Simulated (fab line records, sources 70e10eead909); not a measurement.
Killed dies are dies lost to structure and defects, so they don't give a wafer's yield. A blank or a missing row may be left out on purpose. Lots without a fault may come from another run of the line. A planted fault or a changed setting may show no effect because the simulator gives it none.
fab line records | flow nand_harc
record lots=7 wafers=21 last_day=33
route steps=1302 shown A_ZERO_WELL@406 A_SOURCE_PLATE@413 END@1302
lots that met no fault: from a run of the same line without faults
start_h: hours from the record's first day to the start of the lot's first wafer shown | wait_h: hours since the lot's step before | " the same as in the row above | L1.1+2: a row that stands for several wafers | - no value, or no start given | * or withheld: withheld | < > ~ a bound
route shown NAME@n: a module of which the file shows steps, and the number in the route of the first | usual: mean/standard deviation of fault-free wafers | same: alike in all rows | chamber/n: place in a boat | sites: the reading at each site | _std_site: their standard deviation | _edge_site: outer sites' mean less inner sites' | radius_mm: how far each site lies from the wafer's centre | mask NAME#n: copy n | behind: the tool/chamber that last shaped the wafer | hold: why the lot was held/for how many hours/how that ended | device: the transistor (n, p or np) that didn't switch | end of line: the same wafers' tests at the end of the route | a step without rows: its recipe alone | killed: dies lost to structure and defects at the first sort, not the wafer's yield | map: a wafer's dies, x killed, . not, _ none there
set.NAME: the setting as run; set.NAME@STEP: as run at that earlier step | model.NAME: the simulator's own value behind a step, which no gauge read
lots at some steps of the route; a table a step, a row a wafer
services: from which hour (start_h, from the record's first day; less than 0 if before it) a tool's chamber was out of use, for how many hours, and why
## steps
# step NHARC_A_ZERO_WELL_STRIP_14
# recipe time_s=900 temp_c=130 chemistry=SPM
# step NHARC_A_ZERO_WELL_IMPLANT_15
# recipe energy_kev=150 dose_cm2=1e+13 tilt_deg=7
# step NHARC_A_ZERO_WELL_PRECLEAN_22
# recipe time_s=60 temp_c=50 bath_age_min=0 chemistry=SC1
# step NHARC_A_ZERO_WELL_SRD_23
# step NHARC_A_ZERO_WELL_RTA_16
# recipe temp_c=1000 time_s=10
# usual anneal_temp_c_max=1007.1/1.5 lamp_power_pct=27.8/1.9 wafer_temp_C_max=1003.3/1
# columns lot.wafer tool chamber start_h wait_h anneal_temp_c_max lamp_power_pct wafer_temp_C_max
L398.1 rtp_anneal-01 0 145.13 - 1009.5 29.3 1005.5
L398.3 " 0 " " 1005.9 29.3 1004.7
L398.5 " 0 " " 1011.0 29.3 1003.8
L409.3 rtp_anneal-02 0 252.52 - 1010.4 25.5 1001.7
L409.4 " 0 " " 1006.5 25.6 1001.8
L409.6 " 0 " " 1005.7 25.6 1001.5
L410.2 rtp_anneal-02 0 262.78 - 1009.8 25.5 1002.1
L410.3 " 0 " " 1007.2 25.5 1002.6
L410.6 " 0 " " 1007.2 25.6 1002.6
L411.3 rtp_anneal-01 0 271.89 - 1006.7 29.4 1005.1
L411.4 " 0 " " 1005.1 29.3 1004.8
L411.5 " 0 " " 1008.0 29.3 1004.3
L412.1 rtp_anneal-01 0 283.49 - 1005.3 29.4 1004.2
L412.3 " 0 " " 1007.9 29.3 1004.6
L412.5 " 0 " " 1007.9 29.3 1003.6
L413.2 rtp_anneal-01 0 294.18 - 1006.7 29.4 1004.1
L413.4 " 0 " " 1004.9 29.4 1004.9
L413.5 " 0 " " 1004.8 29.4 1002.8
L420.1 rtp_anneal-01 0 360.72 - 1005.7 29.3 1004.3
L420.3 " 0 " " 1006.0 29.4 1003.7
L420.5 " 0 " " 1004.7 29.3 1003.5
# step NHARC_A_ZERO_WELL_INSPECT_17
# usual raw_defect_count=9/4.9
# columns lot.wafer tool chamber start_h wait_h raw_defect_count
L398.1 defect_inspect-02 - 145.33 0.2 11
L398.3 " - " " 3
L398.5 " - " " 11
L409.3 defect_inspect-02 - 252.66 0.1 7
L409.4 " - " " 8
L409.6 " - " " 14
L410.2 defect_inspect-01 - 262.94 0.1 14
L410.3 " - " " 14
L410.6 " - " " 2
L411.3 defect_inspect-01 - 272.03 0.1 9
L411.4 " - " " 6
L411.5 " - " " 7
L412.1 defect_inspect-01 - 283.69 0.2 8
L412.3 " - " " 5
L412.5 " - " " 9
L413.2 defect_inspect-01 - 294.35 0.1 14
L413.4 " - " " 10
L413.5 " - " " 11
L420.1 defect_inspect-02 - 360.92 0.2 14
L420.3 " - " " 6
L420.5 " - " " 9
# step NHARC_A_SOURCE_PLATE_PRECLEAN_00
# recipe time_s=60 chemistry=HF-LAST
# step NHARC_A_SOURCE_PLATE_SRD_01
# step NHARC_A_SOURCE_PLATE_OXIDE_02
# recipe target_thk_a=100 temp_c=900 ox_time_s=1362 material=SiO2
# step NHARC_A_SOURCE_PLATE_THK_MEAS_09
# recipe thk_meas_gauge=ellipsometry
# usual thk_nm=9.7/1
# columns lot.wafer tool chamber start_h wait_h thk_nm
L398.1 film_metro-02 - 152.62 0.4 9.6
L398.3 " - " " 9.1
L398.5 " - " " 11.1
L409.3 film_metro-02 - 263.76 0.4 11.3
L409.4 " - " " 10.0
L409.6 " - " " 9.7
L410.2 film_metro-02 - 271.00 0.4 7.8
L410.3 " - " " 11.0
L410.6 " - " " 9.9
L411.3 film_metro-02 - 280.06 0.4 10.0
L411.4 " - " " 9.9
L411.5 " - " " 7.3
L412.1 film_metro-01 - 293.28 0.4 8.8
L412.3 " - " " 11.3
L412.5 " - " " 11.2
L413.2 film_metro-02 - 303.73 0.4 9.6
L413.4 " - " " 9.8
L413.5 " - " " 9.5
L420.1 film_metro-01 - 369.05 0.4 9.3
L420.3 " - " " 10.0
L420.5 " - " " 7.0
# step NHARC_A_SOURCE_PLATE_PVD_04
# recipe target_thk_a=500 material=WSi2
# step NHARC_A_SOURCE_PLATE_CVD_03
# recipe target_thk_a=2000 temp_c=620 pressure_mtorr=200 time_s=4000 material=poly-Si
# usual spike_tc_bottom_C=639.7/0.98 spike_tc_centre_C=621.2/1.4 spike_tc_lower_C=619.5/1.6 spike_tc_top_C=638.9/1.7 spike_tc_upper_C=619.2/1 tube_center_temp_C=620/0.058
# columns lot.wafer tool chamber start_h wait_h spike_tc_bottom_C spike_tc_centre_C spike_tc_lower_C spike_tc_top_C spike_tc_upper_C tube_center_temp_C
L398.1 lpcvd_poly-04 0 155.19 - 638.7 620.1 620.4 639.9 619.6 620.02
L398.3 " 0 " " 639.7 618.9 621.8 636.1 620.4 620.08
L398.5 " 0 " " 639.6 619.5 620.9 637.9 617.5 619.99
L409.3 lpcvd_poly-04 0 266.33 - 639.6 618.6 621.2 637.6 619.9 620
L409.4 " 0 " " 638.8 620.4 621.8 637.7 618.2 620.06
L409.6 " 0 " " 639.2 620.9 621.9 639.4 618.1 620.03
L410.2 lpcvd_poly-02 0 273.48 - 651.7 638.4 633.9 649.9 633.1 632.91
L410.3 " 0 " " 653.4 636.4 633.0 652.1 631.3 632.96
L410.6 " 0 " " 653.8 636.8 631.5 649.0 631.7 632.95
L411.3 lpcvd_poly-02 0 282.54 - 651.5 634.3 631.1 650.3 632.6 632.91
L411.4 " 0 " " 653.8 636.1 631.2 651.4 631.5 632.76
L411.5 " 0 " " 654.0 635.1 631.1 652.6 631.2 632.86
L412.1 lpcvd_poly-02 0 295.76 - 652.3 635.3 632.2 649.3 631.8 633
L412.3 " 0 " " 654.4 636.4 632.5 649.2 632.0 633.01
L412.5 " 0 " " 652.8 636.0 633.2 652.3 632.8 632.89
L413.2 lpcvd_poly-03 0 306.32 - 640.6 622.5 618.7 641.1 617.9 620
L413.4 " 0 " " 639.6 620.1 619.1 641.1 619.3 620.01
L413.5 " 0 " " 640.3 620.7 617.6 641.0 620.2 619.97
L420.1 lpcvd_poly-02 0 371.53 - 641.6 621.8 618.3 637.8 620.5 620.03
L420.3 " 0 " " 640.0 621.0 619.4 637.5 619.7 620.05
L420.5 " 0 " " 639.2 623.8 619.4 637.4 617.3 619.89
# step NHARC_A_SOURCE_PLATE_ANNEAL_05
# recipe temp_c=850 time_s=1800
# step NHARC_A_SOURCE_PLATE_THK_MEAS_06
# recipe thk_meas_gauge=ellipsometry
# usual thk_nm=200.1/2
# columns lot.wafer tool chamber start_h wait_h hold thk_nm
L398.1 film_metro-01 - 165.21 0.4 - 199.6
L398.3 " - " " - 200.5
L398.5 " - " " - 201.4
L409.3 film_metro-01 - 276.34 0.4 - 199.6
L409.4 " - " " - 202.4
L409.6 " - " " - 200.5
L410.2 film_metro-01 - 285.94 0.4 await_dispo/0.2h/release 269.1
L410.3 " - " " await_dispo/0.2h/release 268.1
L410.6 " - " " await_dispo/0.2h/release 267.8
L410.2 film_metro-01 - 286.11 0.2 - 270.0
L410.3 " - " " - 269.3
L410.6 " - " " - 267.5
L411.3 film_metro-02 - 293.44 0.4 await_dispo/0.2h/release 269.4
L411.4 " - " " await_dispo/0.2h/release 268.4
L411.5 " - " " await_dispo/0.2h/release 269.1
L411.3 film_metro-02 - 293.61 0.2 - 268.3
L411.4 " - " " - 266.9
L411.5 " - " " - 266.6
L412.1 film_metro-01 - 307.35 0.4 await_dispo/0.2h/release 271.6
L412.3 " - " " await_dispo/0.2h/release 271.6
L412.5 " - " " await_dispo/0.2h/release 269.7
L412.1 film_metro-01 - 307.52 0.2 - 271.0
L412.3 " - " " - 271.8
L412.5 " - " " - 269.0
L413.2 film_metro-02 - 318.20 0.4 - 201.6
L413.4 " - " " - 204.0
L413.5 " - " " - 201.8
L420.1 film_metro-01 - 382.90 0.4 - 199.0
L420.3 " - " " - 199.0
L420.5 " - " " - 199.9
# step NHARC_END_SORT_01
# recipe temp_c=25
# usual killed_at_array=51/16 killed_at_other=0.6/0.88 killed_at_periphery=4.0/2.6 killed_dies=55/16 killed_open=3.5/1.9 killed_short=2.3/1.6
# same gross_dies=677
# columns lot.wafer tool chamber start_h wait_h killed_at_array killed_at_other killed_at_periphery killed_dies killed_open killed_short
L398.1 prober-02 0 585.36 2.5 54 0 4 58 2 3
L398.3 prober-02 0 586.95 3.1 36 0 3 39 2 2
L398.5 prober-02 0 588.53 3.7 45 1 1 47 2 2
L411.3 prober-01 0 699.94 3.1 34 1 7 42 6 4
L411.4 prober-01 0 700.74 3.4 47 0 7 54 5 1
L411.5 prober-01 0 701.54 3.7 52 1 4 57 2 5
L409.3 prober-02 0 706.06 3.1 62 2 2 66 3 3
L409.4 prober-02 0 706.87 3.4 48 0 5 53 2 2
L409.6 prober-02 0 708.49 4.0 55 1 4 60 1 1
L412.1 prober-01 0 706.52 2.5 58 0 4 62 7 3
L412.3 prober-01 0 708.12 3.1 47 0 3 50 2 5
L412.5 prober-01 0 709.71 3.7 63 0 4 67 6 2
L410.2 prober-02 0 713.13 2.8 30 0 8 38 3 4
L410.3 prober-02 0 713.92 3.1 40 0 7 47 7 1
L410.6 prober-02 0 716.29 4.0 41 0 6 47 1 2
L413.2 prober-01 0 715.83 2.8 25 3 7 35 4 6
L413.4 prober-01 0 717.43 3.4 32 0 1 33 4 4
L413.5 prober-01 0 718.22 3.7 27 2 4 33 3 3
L420.1 prober-01 0 777.96 2.5 59 0 0 59 2 2
L420.3 prober-01 0 779.57 3.1 45 0 2 47 4 2
L420.5 prober-01 0 781.18 3.7 52 0 2 54 1 2
# killed by level:class
L398.1 A_CHANNEL_HOLE_D1:chamber_film_flake=35 A_CHANNEL_HOLE_D2:chamber_film_flake=6 P_STI:chamber_film_flake=3 A_WL_FILL:chamber_film_flake=3 A_WL_FILL:geometric_particle:short=2 A_CONTACT:chamber_film_flake=2 A_ONON_D1:geometric_particle:open=1 A_CHANNEL_FILL_D2:geometric_particle:short=1
L398.3 A_CHANNEL_HOLE_D1:chamber_film_flake=22 A_CHANNEL_HOLE_D2:chamber_film_flake=4 P_STI:chamber_film_flake=2 A_STAIRCASE:chamber_film_flake=2 A_WL_FILL:chamber_film_flake=2 A_ONON_D1:geometric_particle:open=1 A_CHANNEL_FILL_D2:geometric_particle:short=1 A_M0:geometric_particle:short=1
L398.5 A_CHANNEL_HOLE_D1:chamber_film_flake=23 A_CHANNEL_HOLE_D2:chamber_film_flake=8 A_CONTACT:chamber_film_flake=3 A_STAIRCASE:chamber_film_flake=2 A_WL_FILL:chamber_film_flake=2 A_BLC:chamber_film_flake=2 A_ONON_D1:geometric_particle:open=1 A_ONON_D2:geometric_particle:short=1
L411.3 A_CHANNEL_HOLE_D1:chamber_film_flake=22 P_GATE:chamber_film_flake=3 P_M0:geometric_particle:open=2 A_M0:geometric_particle:open=2 A_CONTACT:chamber_film_flake=2 P_M1:geometric_particle:short=1 A_ONON_D1:geometric_particle:open=1 A_ONON_D1:geometric_particle:short=1
L411.4 A_CHANNEL_HOLE_D1:chamber_film_flake=32 P_GATE:chamber_film_flake=5 A_SLIT:chamber_film_flake=4 A_BONDPAD:chamber_film_flake=4 A_ONON_D2:geometric_particle:open=2 P_M1:geometric_particle:open=1 A_WL_FILL:geometric_particle:short=1 A_BLC:geometric_particle:open=1
L411.5 A_CHANNEL_HOLE_D1:chamber_film_flake=35 A_CONTACT:chamber_film_flake=5 A_SLIT:chamber_film_flake=3 A_CHANNEL_HOLE_D1:geometric_particle:short=2 P_M2:chamber_film_flake=2 A_CHANNEL_FILL_D1:geometric_particle:open=1 A_DECK1_JOINT:geometric_particle:short=1 A_CHANNEL_FILL_D2:geometric_particle:short=1
L409.3 A_CHANNEL_HOLE_D1:chamber_film_flake=36 A_CHANNEL_HOLE_D2:chamber_film_flake=12 A_SLIT:chamber_film_flake=5 A_CONTACT:chamber_film_flake=2 THIN_TSV:chamber_film_flake=2 P_CONTACT:geometric_particle:open=1 A_ONON_D1:geometric_particle:open=1 A_ONON_D2:geometric_particle:open=1
L412.1 A_SLIT:chamber_film_flake=33 A_CHANNEL_HOLE_D2:chamber_film_flake=9 A_CHANNEL_HOLE_D1:chamber_film_flake=3 A_WL_FILL:chamber_film_flake=3 A_M0:geometric_particle:open=2 A_CONTACT:chamber_film_flake=2 P_GATE:geometric_particle:open=1 P_CONTACT:geometric_particle:short=1
L409.4 A_CHANNEL_HOLE_D1:chamber_film_flake=19 A_CHANNEL_HOLE_D2:chamber_film_flake=11 A_SLIT:chamber_film_flake=6 P_STI:chamber_film_flake=3 A_CONTACT:chamber_film_flake=3 P_BONDPAD:chamber_film_flake=2 A_BONDPAD:chamber_film_flake=2 A_SOURCE_PLATE:geometric_particle:short=1
L412.3 A_SLIT:chamber_film_flake=25 A_CHANNEL_HOLE_D2:chamber_film_flake=8 A_CONTACT:chamber_film_flake=4 A_CHANNEL_HOLE_D1:chamber_film_flake=2 P_GATE:chamber_film_flake=2 A_ONON_D1:geometric_particle:short=1 A_DECK1_JOINT:geometric_particle:short=1 A_ONON_D2:geometric_particle:short=1
L409.6 A_CHANNEL_HOLE_D1:chamber_film_flake=36 A_CHANNEL_HOLE_D2:chamber_film_flake=11 P_M2:chamber_film_flake=2 A_SLIT:chamber_film_flake=2 P_CONTACT:geometric_particle:short=1 A_M1:geometric_particle:open=1 P_BONDPAD:chamber_film_flake=1 A_BONDPAD:chamber_film_flake=1
L412.5 A_SLIT:chamber_film_flake=25 A_CHANNEL_HOLE_D1:chamber_film_flake=11 A_CHANNEL_HOLE_D2:chamber_film_flake=6 A_CONTACT:chamber_film_flake=5 A_STAIRCASE:chamber_film_flake=3 A_WL_FILL:chamber_film_flake=3 A_BONDPAD:chamber_film_flake=3 P_CONTACT:geometric_particle:open=2
L410.2 A_CHANNEL_HOLE_D2:chamber_film_flake=16 A_ZERO_WELL:chamber_film_flake=3 A_CHANNEL_HOLE_D1:chamber_film_flake=3 A_CHANNEL_HOLE_D2:geometric_particle:open=2 P_M2:chamber_film_flake=2 P_BONDPAD:chamber_film_flake=2 A_SLIT:chamber_film_flake=2 P_CONTACT:geometric_particle:short=1
L410.3 A_CHANNEL_HOLE_D2:chamber_film_flake=18 A_CHANNEL_HOLE_D1:chamber_film_flake=5 A_CONTACT:chamber_film_flake=4 P_M2:chamber_film_flake=3 A_WL_FILL:geometric_particle:open=2 A_CONTACT:geometric_particle:open=2 P_M0:chamber_film_flake=2 A_ZERO_WELL:chamber_film_flake=2
L413.2 A_CHANNEL_HOLE_D1:chamber_film_flake=10 A_SLIT:chamber_film_flake=4 A_CONTACT:chamber_film_flake=3 A_CHANNEL_FILL_D1:geometric_particle:short=2 P_STI:chamber_film_flake=2 A_STAIRCASE:chamber_film_flake=2 P_GATE:geometric_particle:open=1 P_M1:geometric_particle:open=1
L410.6 A_CHANNEL_HOLE_D2:chamber_film_flake=17 A_CHANNEL_HOLE_D1:chamber_film_flake=7 A_SLIT:chamber_film_flake=5 A_CONTACT:chamber_film_flake=5 A_CHANNEL_FILL_D1:chamber_film_flake=3 P_M2:chamber_film_flake=2 P_GATE:geometric_particle:open=1 P_CONTACT:geometric_particle:short=1
L413.4 A_CHANNEL_HOLE_D1:chamber_film_flake=12 A_STAIRCASE:chamber_film_flake=5 A_SLIT:chamber_film_flake=4 A_SOURCE_PLATE:geometric_particle:short=1 A_CHANNEL_HOLE_D1:geometric_particle:short=1 A_CHANNEL_FILL_D1:geometric_particle:open=1 A_ONON_D2:geometric_particle:short=1 A_CHANNEL_HOLE_D2:geometric_particle:open=1
L413.5 A_CHANNEL_HOLE_D1:chamber_film_flake=9 A_SLIT:chamber_film_flake=9 A_STAIRCASE:chamber_film_flake=4 P_GATE:chamber_film_flake=2 P_GATE:geometric_particle:open=1 A_DECK1_JOINT:geometric_particle:short=1 A_SGD_CUT:geometric_particle:open=1 A_SGD_CUT:geometric_particle:short=1
L420.1 A_CHANNEL_HOLE_D2:chamber_film_flake=27 A_CHANNEL_HOLE_D1:chamber_film_flake=10 A_SLIT:chamber_film_flake=7 A_CONTACT:chamber_film_flake=5 A_DECK1_JOINT:chamber_film_flake=3 A_WL_FILL:chamber_film_flake=2 A_ONON_D2:geometric_particle:open=1 A_CHANNEL_HOLE_D2:geometric_particle:short=1
L420.3 A_CHANNEL_HOLE_D2:chamber_film_flake=17 A_CHANNEL_HOLE_D1:chamber_film_flake=9 A_CONTACT:chamber_film_flake=5 A_SLIT:chamber_film_flake=4 A_M0:geometric_particle:open=2 P_BONDPAD:chamber_film_flake=2 A_STAIRCASE:chamber_film_flake=2 A_ONON_D1:geometric_particle:short=1
L420.5 A_CHANNEL_HOLE_D2:chamber_film_flake=29 A_CHANNEL_HOLE_D1:chamber_film_flake=9 A_SLIT:chamber_film_flake=8 A_DECK1_JOINT:geometric_particle:short=1 A_ONON_D2:geometric_particle:open=1 A_CHANNEL_FILL_D2:geometric_particle:short=1 P_CONTACT:chamber_film_flake=1 P_BONDPAD:chamber_film_flake=1
## services
# columns tool chamber start_h hours kind
lpcvd_poly-02 - 206.00 26.0 pm
## key
first_sign step=NHARC_A_SOURCE_PLATE_CVD_03 reading=tube_center_temp_C direction=up sigmas=99+ usual=* struck=*
effect step=NHARC_A_SOURCE_PLATE_CVD_03 reading=spike_tc_bottom_C direction=up sigmas=14 usual=639.7 struck=653.1
effect step=NHARC_A_SOURCE_PLATE_THK_MEAS_06 reading=visit direction=added
effect step=NHARC_A_SOURCE_PLATE_THK_MEAS_06 reading=thk_nm direction=up sigmas=35 usual=200.1 struck=269.4
met_at NHARC_A_SOURCE_PLATE_CVD_03
struck_wafers L410.2,L410.3,L410.6,L411.3,L411.4,L411.5,L412.1,L412.3,L412.5
tester_left_out L410,L411,L412
fault kind=process_parameter_drift tool=lpcvd_poly-02 chamber=- onset_h=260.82 steps=NHARC_P_GATE_CVD_17,NHARC_A_SOURCE_PLATE_CVD_03,NHARC_A_CHANNEL_FILL_D1_CVD_18,NHARC_A_CHANNEL_FILL_D1_CVD_05,NHARC_A_CHANNEL_FILL_D1_CVD_09,NHARC_A_DECK1_JOINT_CVD_12,NHARC_A_CHANNEL_FILL_D2_CVD_18,NHARC_A_CHANNEL_FILL_D2_CVD_05,+2 channel=temp_c offset=* shape=step end_h=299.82
# tester_left_out: of these lots the tester's yield and bins aren't shown, on N5 and GAA mostly nor the transistor test; their killed dies are dies lost to structure and defects alone, not to doping, threshold or leakage, so they don't give the yield
